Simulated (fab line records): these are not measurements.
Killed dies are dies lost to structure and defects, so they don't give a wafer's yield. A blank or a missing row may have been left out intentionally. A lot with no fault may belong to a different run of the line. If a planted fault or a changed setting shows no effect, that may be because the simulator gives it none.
fab line records	flow n5_finfet	part 1 of 2: steps 1 to 4 of 6
record: lots: 20	wafers: 60	last_day: 17
route steps=1938 shown BEOL_M9@1440 BEOL_M10@1474
lots with no fault: from the same line, run without faults
start_h: start of the lot's first displayed wafer, in hours after the record's first day	wait_h: time in hours since the lot's previous step	" unchanged from the row above	L1.1+2: a row that stands for several wafers	- no value present, or no start provided	* or withheld: withheld	< > ~ a bound
route shown NAME@n: a module of which the file shows steps, and the number in the route of the first	usual: mean/standard deviation of fault-free wafers	same: alike in all rows	chamber/n: place in a boat	sites: the reading at each site	_std_site: standard deviation of those values	_edge_site: inner sites' mean taken away from outer sites' mean	radius_mm: how far each site lies from the wafer's centre	mask NAME#n: copy n	behind: tool/chamber where the wafer was last shaped	hold: the reason the lot was held/the length of the hold in hours/how it ended	device: names the non-switching transistor (n, p or np)	end of line: the route-end tests of the same wafers	where a step has no rows: the recipe by itself	killed: dies lost to structure and defects at the first sort, not the wafer's yield	map: a wafer's dies, x killed, . not, _ none there
set.NAME: setting as actually run; set.NAME@STEP: the setting as run at that earlier step	model.NAME: the simulator's own value behind a step, which no gauge read
route steps across a sampled set of lots; one table per step, one row per wafer
services: the hour from which a tool's chamber was out of use, counted from the record's first day as start_h (under 0 if before that day), plus the number of hours and why
== steps ==
step: N5_BEOL_M9_ETCH_66
recipe: chemistry: N2/H2	target: SOC	target_depth_a: 800	overetch_a: 160	mask_material: SiARC	temp_c: 40	time_s: 120	ion_energy_ev: 200	pressure_mtorr: 30	source_w: 840	bias_w: 150	n2_flow_sccm: 200	h2_flow_sccm: 200
usual: drypump_motor_current_A: 5.7/0.49	oes_product_au: 0.60/0.068	rf_fwd_power_W: 835.2/2.9	rf_vpp_V: 524/3	showerhead_plenum_p_Torr: 2.54/0.1	temp_c: 39.98/0.12	throttle_valve_pct: 17.85/0.26
lot.wafer	tool	chamber	start_h	wait_h	drypump_motor_current_A	oes_product_au	rf_fwd_power_W	rf_hours_counter_h	rf_vpp_V	showerhead_plenum_p_Torr	temp_c	throttle_valve_pct
L075.1	rie_diel-01	2	218.27	0.0	5.1	0.59	837.1	150	527	2.64	39.94	17.81
L075.3	"	3	"	"	6.0	0.53	838.9	238	523	2.51	40.05	17.86
L075.5	"	3	"	"	6.0	0.53	834.4	-	524	2.51	39.93	17.86
L074.2	rie_diel-04	2	220.10	0.0	5.9	0.64	839.1	69	526	2.56	39.92	17.52
L074.3	"	0	"	"	5.3	0.58	834.4	183	527	2.62	40.04	17.82
L074.6	"	3	"	"	6.0	0.53	836.8	-	525	2.61	40.00	17.86
L076.2	rie_diel-06	2	230.41	0.0	4.8	0.68	835.6	27	528	2.71	40.04	17.62
L076.3	"	1	"	"	5.5	0.58	832.4	142	521	2.36	39.96	17.87
L076.5	"	3	"	"	6.2	0.54	837.1	-	522	2.49	40.10	17.95
L077.3	rie_diel-06	0	237.70	0.0	5.6	0.55	836.7	209	527	2.62	40.01	18.05
L077.5	"	0	"	"	5.6	0.55	839.5	-	525	2.61	40.09	18.03
L077.6	"	1	"	"	5.5	0.58	836.0	-	518	2.36	40.01	17.85
L078.2	rie_diel-06	2	243.21	0.0	4.8	0.67	835.1	32	529	2.70	39.99	17.64
L078.4	"	1	"	"	5.5	0.58	833.1	-	518	2.36	40.04	17.87
L078.6	"	0	"	"	5.6	0.55	837.9	-	526	2.61	39.91	18.04
L080.1	rie_diel-01	1	258.62	0.0	6.4	0.57	831.3	184	523	2.54	39.92	18.07
L080.3	"	0	"	"	6.2	0.54	830.9	215	522	2.40	39.99	18.11
L080.5	"	0	"	"	6.2	0.53	832.8	-	521	2.40	40.10	18.12
L079.2	rie_diel-06	3	262.29	0.0	6.2	0.74	831.7	1	522	2.49	39.67	17.50
L079.3	"	0	"	"	5.6	0.55	835.0	216	526	2.61	40.07	18.06
L079.6	"	3	"	"	6.2	0.73	828.3	-	524	2.49	39.67	17.50
L081.1	rie_diel-01	2	265.22	0.0	5.1	0.58	841.9	160	528	2.63	40.14	17.83
L081.3	"	0	"	"	6.2	0.53	829.8	218	520	2.39	40.20	18.12
L081.6	"	1	"	"	6.4	0.57	837.6	-	521	2.53	40.06	18.06
L083.3	rie_diel-04	1	268.79	0.0	5.5	0.52	834.0	249	525	2.61	40.02	18.50
L083.4	"	1	"	"	5.5	0.53	835.6	-	524	2.61	39.99	18.51
L083.5	"	0	"	"	5.3	0.56	835.6	-	526	2.61	40.07	17.84
L084.1	rie_diel-06	3	285.90	0.0	6.2	0.70	833.2	9	523	2.49	40.20	17.52
L084.2	"	2	"	"	4.8	0.66	833.9	45	529	2.70	39.96	17.63
L084.4	"	1	"	"	5.6	0.57	834.9	159	518	2.36	40.06	17.87
L085.2	rie_diel-06	1	291.69	0.0	5.5	0.56	833.4	161	519	2.36	40.11	17.86
L085.3	"	3	"	"	6.2	0.70	836.1	12	522	2.48	39.91	17.52
L085.5	"	3	"	"	6.2	0.70	835.9	-	522	2.48	40.20	17.54
L086.1	rie_diel-04	3	293.76	0.0	6.1	0.71	837.5	9	526	2.60	39.89	17.37
L086.4	"	2	"	"	5.9	0.62	834.9	-	525	2.55	39.78	17.57
L086.6	"	3	"	"	6.0	0.70	836.1	-	525	2.60	39.99	17.39
L087.1	rie_diel-06	3	305.70	0.0	6.2	0.69	833.1	16	522	2.48	39.97	17.53
L087.4	"	0	"	"	5.7	0.54	834.0	229	525	2.61	39.81	18.06
L087.5	"	3	"	"	6.2	0.69	837.5	-	523	2.48	39.99	17.54
L089.4	rie_diel-01	2	305.90	0.0	5.1	0.57	840.7	174	528	2.63	39.69	17.85
L089.5	"	3	"	"	5.9	0.74	834.1	-	523	2.50	39.99	17.42
L089.6	"	0	"	"	6.2	0.52	829.6	-	519	2.39	40.06	18.17
L088.2	rie_diel-06	2	306.23	0.0	4.8	0.64	833.6	52	527	2.69	40.06	17.67
L088.5	"	2	"	"	4.8	0.65	836.6	-	527	2.69	40.01	17.66
L088.6	"	1	"	"	5.5	0.57	834.1	-	519	2.35	40.01	17.88
L090.1	rie_diel-04	1	312.62	0.0	5.4	0.75	833.9	4	526	2.61	40.02	18.16
L090.2	"	0	"	"	5.3	0.55	831.4	219	525	2.61	40.27	17.87
L090.6	"	1	"	"	5.4	0.75	835.9	-	525	2.61	40.00	18.15
L094.1	rie_diel-01	3	329.37	0.0	5.9	0.71	834.8	14	522	2.50	39.93	17.46
L094.5	"	0	"	"	6.2	0.52	833.9	-	519	2.38	39.80	18.15
L094.6	"	3	"	"	5.9	0.72	834.9	-	523	2.50	39.95	17.44
L092.1	rie_diel-04	3	329.56	0.0	6.0	0.68	840.4	20	525	2.59	39.82	17.38
L092.2	"	0	"	"	5.3	0.55	833.4	224	527	2.60	39.90	17.90
L092.6	"	1	"	"	5.5	0.73	837.4	-	527	2.61	40.09	18.15
L095.1	rie_diel-06	3	348.20	0.0	6.2	0.67	836.1	30	523	2.48	39.93	17.58
L095.2	"	2	"	"	4.8	0.64	837.2	65	528	2.69	40.00	17.70
L095.4	"	1	"	"	5.6	0.56	835.7	179	518	2.35	40.02	17.90
L096.2	rie_diel-06	0	354.43	0.0	5.6	0.53	828.2	246	528	2.60	39.85	18.10
L096.3	"	1	"	"	5.5	0.56	832.5	182	518	2.35	40.12	17.93
L096.5	"	3	"	"	6.2	0.67	834.1	-	522	2.48	39.96	17.57
step: N5_BEOL_M9_ETCH_41
recipe: chemistry: CH3F/O2	target: SiCN	target_depth_a: 366	taper_deg: 2	time_s: 70.1	ion_energy_ev: 120	mask_material: TiN	pressure_mtorr: 30	source_w: 395	bias_w: 75	Ar_flow_sccm: 150	CH3F_flow_sccm: 30	O2_flow_sccm: 20
usual: drypump_motor_current_A: 5.7/0.48	mfc_ar_sccm: 150.0/0.46	oes_product_au: 0.79/0.096	rf_fwd_power_W: 391.8/1.5	rf_vpp_V: 297.4/2	showerhead_plenum_p_Torr: 2.00/0.086	throttle_valve_pct: 16.35/0.25
lot.wafer	tool	chamber	start_h	wait_h	drypump_motor_current_A	mfc_ar_sccm	oes_product_au	rf_fwd_power_W	rf_hours_counter_h	rf_vpp_V	showerhead_plenum_p_Torr	throttle_valve_pct
L075.1	rie_diel-01	2	-	-	5.1	149.3	0.75	390.4	150	298.1	2.10	16.50
L075.3	"	3	"	"	5.9	150.8	0.68	394.1	239	295.6	1.98	16.36
L075.5	"	3	"	"	5.9	150.3	0.69	392.3	-	297.0	1.98	16.35
L074.2	rie_diel-04	2	-	-	5.9	150.7	0.83	391.9	69	298.7	2.02	16.15
L074.3	"	0	"	"	5.3	150.9	0.75	392.1	183	297.9	2.08	16.48
L074.6	"	3	"	"	6.0	150.0	0.69	392.7	-	299.1	2.05	16.42
L076.2	rie_diel-06	2	-	-	4.8	149.7	0.90	395.0	27	299.1	2.12	16.12
L076.3	"	1	"	"	5.6	149.5	0.76	390.1	143	294.1	1.84	16.17
L076.5	"	3	"	"	6.1	150.3	0.71	392.5	-	296.0	1.96	16.51
L077.3	rie_diel-06	0	-	-	5.6	149.7	0.72	392.9	209	299.5	2.06	16.55
L077.5	"	0	"	"	5.6	150.1	0.71	391.1	-	298.4	2.06	16.56
L077.6	"	1	"	"	5.6	149.5	0.76	390.3	-	293.1	1.84	16.18
L078.2	rie_diel-06	2	-	-	4.8	150.6	0.90	392.1	32	300.2	2.12	16.11
L078.4	"	1	"	"	5.5	150.1	0.76	389.6	-	293.9	1.84	16.17
L078.6	"	0	"	"	5.6	149.5	0.71	393.7	-	298.1	2.06	16.57
L080.1	rie_diel-01	1	-	-	6.4	150.2	0.74	390.9	184	296.5	1.98	16.47
L080.3	"	0	"	"	6.2	149.7	0.69	390.6	215	295.1	1.89	16.68
L080.5	"	0	"	"	6.2	150.5	0.69	389.4	-	295.6	1.89	16.68
L079.2	rie_diel-06	3	-	-	6.1	149.4	0.97	393.2	1	297.1	1.96	16.02
L079.3	"	0	"	"	5.6	149.5	0.71	391.6	216	297.7	2.06	16.58
L079.6	"	3	"	"	6.1	149.8	0.98	390.2	-	297.6	1.96	16.04
L081.1	rie_diel-01	2	-	-	5.1	149.5	0.75	393.8	161	299.8	2.10	16.52
L081.3	"	0	"	"	6.2	149.9	0.68	390.1	218	293.7	1.89	16.67
L081.6	"	1	"	"	6.4	149.8	0.73	392.7	-	297.0	1.98	16.50
L083.3	rie_diel-04	1	-	-	5.5	150.0	0.69	394.0	249	298.4	2.04	16.77
L083.4	"	1	"	"	5.4	150.7	0.69	392.6	-	300.0	2.04	16.76
L083.5	"	0	"	"	5.3	149.6	0.73	391.5	-	296.9	2.07	16.52
L084.1	rie_diel-06	3	-	-	6.1	149.3	0.94	393.7	10	295.8	1.96	16.08
L084.2	"	2	"	"	4.8	150.1	0.88	388.7	45	300.2	2.11	16.16
L084.4	"	1	"	"	5.6	149.3	0.76	390.6	159	294.7	1.83	16.20
L085.2	rie_diel-06	1	-	-	5.5	149.6	0.75	389.4	161	295.2	1.83	16.18
L085.3	"	3	"	"	6.2	149.3	0.93	394.1	12	296.4	1.96	16.06
L085.5	"	3	"	"	6.1	149.4	0.94	393.1	-	296.1	1.96	16.06
L086.1	rie_diel-04	3	-	-	6.0	149.7	0.91	392.4	9	299.0	2.04	15.92
L086.4	"	2	"	"	5.9	149.5	0.79	392.8	-	297.6	2.02	16.19
L086.6	"	3	"	"	6.0	149.9	0.92	393.2	-	296.8	2.04	15.91
L087.1	rie_diel-06	3	-	-	6.2	149.8	0.91	390.1	16	297.2	1.96	16.06
L087.4	"	0	"	"	5.6	150.7	0.70	392.9	229	298.5	2.05	16.59
L087.5	"	3	"	"	6.2	149.8	0.91	390.1	-	297.1	1.96	16.08
L089.4	rie_diel-01	2	-	-	5.1	149.5	0.74	394.0	174	297.6	2.09	16.55
L089.5	"	3	"	"	5.9	150.4	0.97	391.3	-	296.4	1.97	15.90
L089.6	"	0	"	"	6.2	150.0	0.67	389.3	-	295.0	1.89	16.69
L088.2	rie_diel-06	2	-	-	4.8	150.1	0.85	390.1	52	298.7	2.11	16.17
L088.5	"	2	"	"	4.8	150.4	0.87	391.4	-	301.6	2.11	16.17
L088.6	"	1	"	"	5.5	150.1	0.76	391.2	-	293.0	1.83	16.21
L090.1	rie_diel-04	1	-	-	5.4	149.8	1.00	392.8	4	297.6	2.04	16.34
L090.2	"	0	"	"	5.3	150.1	0.72	391.6	219	299.2	2.07	16.53
L090.6	"	1	"	"	5.5	149.7	1.00	394.4	-	298.7	2.04	16.36
L094.1	rie_diel-01	3	-	-	5.9	149.7	0.95	392.8	14	295.5	1.97	15.91
L094.5	"	0	"	"	6.2	150.6	0.67	391.4	-	294.3	1.88	16.72
L094.6	"	3	"	"	6.0	150.4	0.96	393.9	-	296.1	1.97	15.92
L092.1	rie_diel-04	3	-	-	6.0	150.4	0.89	390.1	20	299.2	2.04	15.92
L092.2	"	0	"	"	5.3	150.1	0.71	389.9	224	297.7	2.07	16.54
L092.6	"	1	"	"	5.4	150.8	0.97	392.3	-	299.1	2.04	16.36
L095.1	rie_diel-06	3	-	-	6.2	150.3	0.89	394.0	30	296.2	1.95	16.10
L095.2	"	2	"	"	4.8	150.0	0.84	392.3	65	299.6	2.11	16.19
L095.4	"	1	"	"	5.5	150.4	0.74	390.2	179	293.8	1.83	16.23
L096.2	rie_diel-06	0	-	-	5.6	151.0	0.69	389.7	246	299.5	2.05	16.62
L096.3	"	1	"	"	5.5	150.0	0.74	391.2	182	294.2	1.82	16.24
L096.5	"	3	"	"	6.1	150.0	0.89	392.8	-	296.6	1.95	16.10
step: N5_BEOL_M10_HM_DEP_02
recipe: material: TiN	target_thk_a: 200	temp_c: 25	chamber_pressure_pa: 0.49996
usual: throttle_valve_pct: 29.8/1.2
lot.wafer	tool	chamber	start_h	wait_h	throttle_valve_pct
L075.1	pvd_sputter-02	-	225.81	0.1	28.5
L075.3	"	-	"	"	29.8
L075.5	"	-	"	"	30.8
L074.2	pvd_sputter-01	-	228.17	1.8	30.2
L074.3	"	-	"	"	28.0
L074.6	"	-	"	"	27.6
L076.2	pvd_sputter-01	-	237.27	0.0	31.5
L076.3	"	-	"	"	30.5
L076.5	"	-	"	"	31.4
L077.3	pvd_sputter-03	-	244.50	0.4	30.7
L077.5	"	-	"	"	28.3
L077.6	"	-	"	"	31.2
L078.2	pvd_sputter-03	-	247.92	1.5	30.7
L078.4	"	-	"	"	31.0
L078.6	"	-	"	"	27.9
L080.1	pvd_sputter-03	-	263.04	0.0	30.8
L080.3	"	-	"	"	29.0
L080.5	"	-	"	"	30.8
L079.2	pvd_sputter-03	-	269.54	1.6	28.2
L079.3	"	-	"	"	31.0
L079.6	"	-	"	"	29.2
L081.1	pvd_sputter-01	-	269.98	0.5	28.0
L081.3	"	-	"	"	30.0
L081.6	"	-	"	"	27.8
L083.3	pvd_sputter-01	-	274.18	1.4	30.4
L083.4	"	-	"	"	31.4
L083.5	"	-	"	"	31.4
L084.1	pvd_sputter-03	-	290.44	1.0	30.7
L084.2	"	-	"	"	28.4
L084.4	"	-	"	"	28.9
L085.2	pvd_sputter-03	-	297.06	0.9	30.8
L085.3	"	-	"	"	30.6
L085.5	"	-	"	"	31.0
L086.1	pvd_sputter-02	-	300.45	1.9	28.3
L086.4	"	-	"	"	31.1
L086.6	"	-	"	"	31.1
L087.1	pvd_sputter-03	-	310.03	1.0	28.2
L087.4	"	-	"	"	30.6
L087.5	"	-	"	"	28.2
L089.4	pvd_sputter-03	-	310.13	0.4	31.0
L089.5	"	-	"	"	29.0
L089.6	"	-	"	"	30.6
L088.2	pvd_sputter-03	-	310.91	0.0	29.1
L088.5	"	-	"	"	30.8
L088.6	"	-	"	"	27.8
L090.1	pvd_sputter-02	-	317.40	1.0	28.4
L090.2	"	-	"	"	29.4
L090.6	"	-	"	"	28.2
L094.1	pvd_sputter-01	-	334.90	1.4	29.8
L094.5	"	-	"	"	30.1
L094.6	"	-	"	"	28.0
L092.1	pvd_sputter-02	-	334.91	1.0	31.1
L092.2	"	-	"	"	31.1
L092.6	"	-	"	"	29.3
L095.1	pvd_sputter-02	-	354.72	2.7	30.9
L095.2	"	-	"	"	29.8
L095.4	"	-	"	"	28.4
L096.2	pvd_sputter-01	-	358.33	0.6	31.3
L096.3	"	-	"	"	30.2
L096.5	"	-	"	"	30.5
step: N5_BEOL_M10_STRIP_67
recipe: chemistry: CF4	resist: SiARC	power_w: 300	bias_power_w: 75	pressure_mtorr: 50	cf4_flow_sccm: 150	rf_frequency_hz: 6e+07
usual: bias_power_w: 75.01/0.24	drypump_motor_current_A: 5.8/0.43	oes_product_au: 0.84/0.11	rf_vpp_V: 270.9/1.5	showerhead_plenum_p_Torr: 1.78/0.055	throttle_valve_pct: 13.46/0.24
lot.wafer	tool	chamber	start_h	wait_h	bias_power_w	drypump_motor_current_A	oes_product_au	rf_hours_counter_h	rf_vpp_V	showerhead_plenum_p_Torr	throttle_valve_pct
L075.1	rie_diel-05	3	226.63	0.0	74.67	6.5	0.70	220	272.6	1.83	13.87
L075.3	"	1	"	"	74.96	5.1	0.69	233	271.5	1.82	13.87
L075.5	"	2	"	"	75.08	5.5	0.88	-	270.9	1.75	13.22
L074.2	rie_diel-02	3	228.86	0.0	74.60	6.0	0.82	66	270.2	1.74	13.56
L074.3	"	1	"	"	75.27	5.4	0.72	204	271.7	1.84	13.51
L074.6	"	1	"	"	74.98	5.4	0.71	-	271.8	1.84	13.51
L076.2	rie_diel-05	0	238.46	0.0	74.53	5.8	0.69	242	271.3	1.84	13.63
L076.3	"	3	"	"	74.67	6.5	0.69	224	271.7	1.83	13.89
L076.5	"	0	"	"	74.86	5.8	0.69	-	273.3	1.84	13.62
L077.3	rie_diel-03	1	245.64	0.0	74.90	6.3	0.76	145	269.5	1.78	13.56
L077.5	"	2	"	"	74.89	5.4	0.95	-	270.9	1.76	13.18
L077.6	"	1	"	"	75.17	6.3	0.75	-	270.8	1.78	13.56
L078.2	rie_diel-05	3	249.01	0.0	74.76	6.5	0.69	228	271.8	1.83	13.90
L078.4	"	1	"	"	74.62	5.1	0.68	241	272.0	1.82	13.91
L078.6	"	1	"	"	74.85	5.1	0.68	-	271.9	1.82	13.89
L080.1	rie_diel-03	2	263.86	0.0	75.25	5.5	0.94	16	271.1	1.76	13.19
L080.3	"	0	"	"	75.25	6.3	0.98	7	270.3	1.77	13.38
L080.5	"	0	"	"	75.50	6.3	0.97	-	270.5	1.77	13.38
L079.2	rie_diel-02	3	270.52	0.0	74.75	6.0	0.81	81	271.4	1.73	13.60
L079.3	"	0	"	"	74.86	6.3	0.72	180	267.0	1.63	13.70
L079.6	"	3	"	"	74.54	6.0	0.81	-	270.0	1.73	13.62
L081.1	rie_diel-02	0	270.88	0.0	74.94	6.3	0.73	180	268.1	1.63	13.70
L081.3	"	3	"	"	74.97	6.0	0.81	81	271.7	1.73	13.62
L081.6	"	2	"	"	75.05	5.8	0.90	-	269.8	1.77	13.43
L083.3	rie_diel-02	1	274.87	0.0	74.91	5.4	0.71	218	272.3	1.84	13.54
L083.4	"	3	"	"	75.22	5.9	0.81	-	268.9	1.73	13.61
L083.5	"	1	"	"	75.08	5.4	0.71	-	272.5	1.84	13.55
L084.1	rie_diel-05	2	291.32	0.0	75.06	5.5	0.85	60	270.1	1.75	13.29
L084.2	"	0	"	"	75.39	5.8	0.98	5	273.1	1.84	13.07
L084.4	"	2	"	"	75.14	5.5	0.84	-	269.9	1.75	13.30
L085.2	rie_diel-05	3	297.75	0.0	75.36	6.5	0.67	248	272.1	1.82	13.92
L085.3	"	2	"	"	74.92	5.5	0.84	62	271.4	1.74	13.28
L085.5	"	0	"	"	75.04	5.7	0.97	-	272.9	1.84	13.08
L086.1	rie_diel-05	3	301.14	0.0	74.85	6.5	0.67	249	270.3	1.82	13.93
L086.4	"	0	"	"	75.16	5.8	0.96	9	272.5	1.83	13.08
L086.6	"	2	"	"	75.35	5.5	0.84	-	269.6	1.74	13.28
L087.1	rie_diel-05	1	310.93	0.0	74.94	5.1	0.96	7	272.5	1.82	13.35
L087.4	"	0	"	"	74.88	5.8	0.95	-	271.5	1.83	13.10
L087.5	"	2	"	"	75.17	5.5	0.84	-	269.2	1.74	13.27
L089.4	rie_diel-03	2	311.11	0.0	75.49	5.5	0.91	-	270.8	1.76	13.24
L089.5	"	0	"	"	75.02	6.3	0.92	-	271.7	1.77	13.39
L089.6	"	1	"	"	74.85	6.4	0.73	-	271.4	1.77	13.63
L088.2	rie_diel-05	0	311.69	0.0	75.39	5.8	0.95	14	271.0	1.83	13.07
L088.5	"	2	"	"	75.16	5.5	0.83	-	270.7	1.74	13.30
L088.6	"	0	"	"	75.17	5.7	0.95	-	271.4	1.83	13.07
L090.1	rie_diel-05	0	318.23	0.0	75.14	5.8	0.94	16	271.8	1.83	13.09
L090.2	"	1	"	"	74.83	5.1	0.94	10	271.9	1.82	13.37
L090.6	"	1	"	"	75.16	5.1	0.94	-	272.2	1.82	13.37
L094.1	rie_diel-05	3	335.72	0.0	75.20	6.5	0.97	2	271.4	1.82	13.38
L094.5	"	3	"	"	74.93	6.5	0.97	-	271.7	1.82	13.38
L094.6	"	0	"	"	74.93	5.8	0.92	-	271.7	1.83	13.13
L092.1	rie_diel-05	0	335.97	0.0	74.98	5.8	0.92	25	270.4	1.83	13.11
L092.2	"	1	"	"	75.20	5.1	0.91	19	271.8	1.81	13.39
L092.6	"	1	"	"	74.85	5.1	0.92	-	272.5	1.81	13.40
L095.1	rie_diel-05	0	356.14	0.0	74.94	5.8	0.91	33	272.9	1.83	13.15
L095.2	"	1	"	"	74.80	5.2	0.91	27	270.4	1.81	13.41
L095.4	"	3	"	"	75.15	6.5	0.94	11	271.4	1.82	13.41
L096.2	rie_diel-02	2	359.17	0.0	75.12	5.8	0.83	61	268.3	1.76	13.52
L096.3	"	3	"	"	74.89	6.0	0.77	117	269.9	1.72	13.68
L096.5	"	3	"	"	74.99	5.9	0.77	-	268.1	1.72	13.68
